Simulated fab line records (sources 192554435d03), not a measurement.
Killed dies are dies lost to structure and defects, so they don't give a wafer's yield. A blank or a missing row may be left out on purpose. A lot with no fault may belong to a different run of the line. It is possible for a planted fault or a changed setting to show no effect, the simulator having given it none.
A lot that was struck, set against a sound lot    flow n5 finfet    15 out of 1938 route steps
Sound: these wafers, L997.1, L997.2, L997.4. Wafers struck: L102.2, L102.4, L102.5. The cause is given at the end.
For every step that has rows: the tool of each side, followed by ch and its chambers, followed by its first start. Under that, the readings that differ: sound wafers    struck wafers    difference of the means    sigmas: that difference in standard deviations of wafers without a fault.
alike: words and numbers the same on both sides, and readings whose means are apart by under 2 such deviations; not compared: readings that were withheld, readings missing a value for some wafer, numbers with overlapping values and no deviation given by the record, and bounds like >300 which may hide the same value.
A row with sigmas, a row that says differs or no value, or rows on one side alone: a step with any of these is where the two part. Numbers that don't overlap but have no deviation are shown without sigmas and don't part them. Lack of a reading on every wafer of one side parts them only where that side has two or more wafers.

N5_HKMG_FIN_INSPECT_61: inspects for defects (macro).
  sound: defect inspect-02 at day 4 11:26; struck: defect inspect-02 at day 5 12:44
  alike: raw defect count
then, 1 step without rows for these wafers: N5_HKMG_FIN_DESCUM_53 (chemistry O2, time 7.9 s).
N5_HKMG_FIN_ETCH_54: etches SiARC in CF4, target depth 45.5 nm, time 75.8 s.
  sound on rie diel-01 ch 0,1,3, day 4 11:31; struck on rie diel-05 ch 0,3, day 5 12:49
reading                          sound              struck             difference  sigmas
rf vpp V (V)                     184.6 186.8 183.9  182.5 182.2 183.8  -2.3        -2
showerhead plenum p Torr (Torr)  2.21 2.26 2.07     2.04 2.05 2.04     -0.14       -2
  alike: bias w, drypump motor current A, etch rf on time s, oes product au, rf fwd power W, throttle valve pct
  not compared: rf hours counter h
N5_HKMG_FIN_ETCH_55: etches SOC in N2/H2, target depth 240 nm, time 300 s.
  sound on rie diel-01 ch 0,1,3, day 4 11:34; struck on rie diel-05 ch 0,3, day 5 12:52
  alike: bias w, drypump motor current A, oes product au, rf fwd power W, rf vpp V, showerhead plenum p Torr, throttle valve pct
  not compared: rf hours counter h
then, 1 step without rows for these wafers: N5_HKMG_FIN_STRIP_56 (strips in N2/H2).
N5_HKMG_FIN_STRIP_57: strips in CF4.
  sound on rie diel-01 ch 0,1,3, day 4 11:45; struck on rie diel-05 ch 0,3, day 5 13:04
reading                          sound           struck          difference  sigmas
showerhead plenum p Torr (Torr)  1.85 1.88 1.74  1.70 1.72 1.71  -0.11       -2
  alike: drypump motor current A, oes product au, rf vpp V, throttle valve pct
  not compared: rf fwd power W, rf hours counter h
N5_HKMG_FIN_ETCH_58: etches SOC in N2/H2, target depth 215.8 nm, time 741 s.
  sound on rie diel-01 ch 0,1,3, day 4 11:46; struck on rie diel-05 ch 0,3, day 5 13:05
  alike: bias w, drypump motor current A, oes product au, rf fwd power W, rf vpp V, showerhead plenum p Torr, throttle valve pct
  not compared: rf hours counter h
then, 2 steps without rows for these wafers: N5_HKMG_FIN_STRIP_93 (strips SOC in N2/H2, time 20 s); N5_HKMG_FIN_WET_ETCH_76 (etches Al2O3 in dNH4OH, stops on La2O3, target depth 2.25 nm, rinse time 30 s).
N5_HKMG_FIN_STRIP_60: strips in N2/H2, time 360 s.
  sound on plasma asher-01 ch 0,1, day 4 12:23; struck on plasma asher-01 ch 0,1, day 5 13:40
  alike: drypump motor current A, heater power w
  not compared: rf hours counter h
then, 2 steps without rows for these wafers: N5_HKMG_FIN_WET_ETCH_77 (etches La2O3 in dHCl, stops on HfO2, target depth 2 nm); N5_HKMG_FIN_WET_ETCH_78 (etches Al2O3 in dNH4OH, stops on La2O3, target depth 4.5 nm, rinse time 30 s).
N5_HKMG_FIN_ALD_79: deposits TiN, target thk 1.5 nm, pulse time 1 s, purge time 3 s.
  sound on ald metal-04 ch 0,2,3, day 4 12:57; struck on ald metal-03 ch 2,3, day 5 14:09
  no value came back on the struck wafers for any of 5 readings (ald cycles, chamber pressure Torr (Torr) and others); on the sound wafers ald cycles reads 68 68 68
then, 1 step without rows for these wafers: N5_HKMG_FIN_CVD_62 (deposits a-Si from Si2H6, target thk 3 nm, time 20.8 s).
-- the record jumps here: 11 days lie between the struck wafers' starts before and after (it left off in module HKMG_FIN and takes up again in module PASSIVATION, whose first step shown is number 1936 of the route) --
N5_PASSIVATION_PROBE_49:
  sound: prober-01 at day 14 06:55; struck: prober-01 at day 16 02:49
reading              sound      struck       difference  sigmas
killed at front end  33 33 45   425 406 446  +389        +39
killed dies          100 89 99  496 461 507  +392        +22
  alike: killed_at_M0_to_M3, killed_at_M4_up, killed at contacts, killed at other, killed open, killed short

== WHERE THEY PART ==
At N5_HKMG_FIN_ETCH_54 first; at N5_PASSIVATION_PROBE_49 last (within this record only).

WHY: whatever the simulator had introduced
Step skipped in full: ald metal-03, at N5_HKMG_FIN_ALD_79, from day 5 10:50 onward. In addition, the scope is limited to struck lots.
